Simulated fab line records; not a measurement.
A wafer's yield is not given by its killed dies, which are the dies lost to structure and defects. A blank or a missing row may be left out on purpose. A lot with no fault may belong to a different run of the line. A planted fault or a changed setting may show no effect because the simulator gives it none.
Matching of chambers / flow nandHarc / cmp-01 running NHARC_A_STAIRCASE_CMP_450: 4 sister chambers
The step polishes SiO2, target thk 200 nm. 7 wafers are shown with their chamber, then 8 later ones without.

## EACH WAFER AND ITS CHAMBER
wafer=L081.3; chamber=2; motorCurrentA (A)=10.7; edgeZonePressureFrac=1.008
wafer=L083.1; chamber=1; motorCurrentA (A)=14.5; edgeZonePressureFrac=1.012
wafer=L083.2; chamber=3; motorCurrentA (A)=11.5; edgeZonePressureFrac=0.996
wafer=L084.2; chamber=3; motorCurrentA (A)=11.5; edgeZonePressureFrac=1.002
wafer=L084.3; chamber=0; motorCurrentA (A)=11.1; edgeZonePressureFrac=0.997
wafer=L084.6; chamber=0; motorCurrentA (A)=11.6; edgeZonePressureFrac=1.002
wafer=L087.2; chamber=2; motorCurrentA (A)=10.9; edgeZonePressureFrac=1.001

## WAFERS MISSING THEIR CHAMBER
wafer=L087.3; motorCurrentA (A)=14.4; edgeZonePressureFrac=1.003
wafer=L087.6; motorCurrentA (A)=14.0; edgeZonePressureFrac=0.996
wafer=L090.2; motorCurrentA (A)=11.1; edgeZonePressureFrac=1.000
wafer=L090.3; motorCurrentA (A)=10.9; edgeZonePressureFrac=1.000
wafer=L090.6; motorCurrentA (A)=10.9; edgeZonePressureFrac=1.003
wafer=L092.3; motorCurrentA (A)=11.9; edgeZonePressureFrac=1.012
wafer=L092.4; motorCurrentA (A)=10.2; edgeZonePressureFrac=1.004
wafer=L092.5; motorCurrentA (A)=11.8; edgeZonePressureFrac=1.005

## EACH ONE'S CHAMBER
wafer=L087.3; from the rows above=1; in truth=1
wafer=L087.6; from the rows above=1; in truth=1
wafer=L090.2; from the rows above=can't be placed: 0 or 2 or 3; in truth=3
wafer=L090.3; from the rows above=can't be placed: 2 or 0 or 3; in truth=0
wafer=L090.6; from the rows above=can't be placed: 2 or 0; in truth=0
wafer=L092.3; from the rows above=can't be placed: 3 or 0 or 2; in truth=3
wafer=L092.4; from the rows above=2; in truth=2
wafer=L092.5; from the rows above=can't be placed: 3 or 0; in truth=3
3 of 8 placed correctly. From these rows, 5 cannot be placed; in 5 the true chamber is one of the candidates. Number placed wrongly: 0.
How it was worked out, from the rows above alone: a wafer's distance from a chamber is the root of the sum, over the readings, of the square of ((its reading less the chamber's mean) divided by the reading's scatter). The wafer belongs to the nearest chamber; if the next one is less than 2 further off, it can't be placed. Each chamber's mean is taken over the wafers shown for it. The scatter: take each reading less its chamber's mean, square it, sum over the shown wafers, divide by the number of wafers less the number of chambers, and take the root.
